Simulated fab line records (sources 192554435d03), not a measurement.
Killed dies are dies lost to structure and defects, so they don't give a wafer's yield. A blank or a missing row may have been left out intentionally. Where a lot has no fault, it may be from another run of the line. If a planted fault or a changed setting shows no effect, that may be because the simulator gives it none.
Chamber matching :: flow n5 finfet :: 4 sister chambers for N5_MIM_TOP_ALD_00 on ald hk-02
The step deposits Al2O3, purge time 3 s, co reactant pulse time 3 s. 8 wafers are shown with their chamber, then 8 later ones without.

== WAFERS, EACH WITH ITS CHAMBER ==
wafer: L082.6
chamber: 1
precursor pulse height rel: 0.987

wafer: L083.4
chamber: 3
precursor pulse height rel: 1.024

wafer: L083.5
chamber: 2
precursor pulse height rel: 1.011

wafer: L083.6
chamber: 1
precursor pulse height rel: 0.992

wafer: L086.1
chamber: 3
precursor pulse height rel: 0.999

wafer: L086.3
chamber: 0
precursor pulse height rel: 1.005

wafer: L086.5
chamber: 2
precursor pulse height rel: 0.971

wafer: L091.3
chamber: 0
precursor pulse height rel: 0.967

== WAFERS WITH NO CHAMBER GIVEN ==
wafer: L091.5
precursor pulse height rel: 0.986

wafer: L091.6
precursor pulse height rel: 1.009

wafer: L093.2
precursor pulse height rel: 1.031

wafer: L093.3
precursor pulse height rel: 0.989

wafer: L093.5
precursor pulse height rel: 0.992

wafer: L097.2
precursor pulse height rel: 0.984

wafer: L097.3
precursor pulse height rel: 0.984

wafer: L097.5
precursor pulse height rel: 1.024

== THE CHAMBER EACH PASSED THROUGH ==
wafer: L091.5
from the rows above: can't be placed: 0 or 1 or 2 or 3
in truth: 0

wafer: L091.6
from the rows above: can't be placed: 3 or 2 or 1 or 0
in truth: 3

wafer: L093.2
from the rows above: can't be placed: 3 or 2 or 1 or 0
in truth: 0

wafer: L093.3
from the rows above: can't be placed: 1 or 2 or 0 or 3
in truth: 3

wafer: L093.5
from the rows above: can't be placed: 2 or 1 or 0 or 3
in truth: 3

wafer: L097.2
from the rows above: can't be placed: 0 or 1 or 2 or 3
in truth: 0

wafer: L097.3
from the rows above: can't be placed: 0 or 1 or 2 or 3
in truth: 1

wafer: L097.5
from the rows above: can't be placed: 3 or 2 or 1 or 0
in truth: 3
Correct placement for 0 of the 8. These rows do not allow placing 8 (true chamber among the candidates in 8). 0 placed wrongly.
How it was worked out, from the rows above alone: a wafer's distance from a chamber is the root of the sum, over the readings, of the square of ((its reading less the chamber's mean) divided by the reading's scatter). If the next closest chamber is less than 2 further off than the closest, the wafer can't be placed; otherwise it belongs to the closest. The mean given for a chamber averages the wafers shown for that chamber. The scatter is the square root of a quotient: the sum, over the shown wafers, of each reading's squared deviation from its chamber's mean, divided by wafers minus chambers.
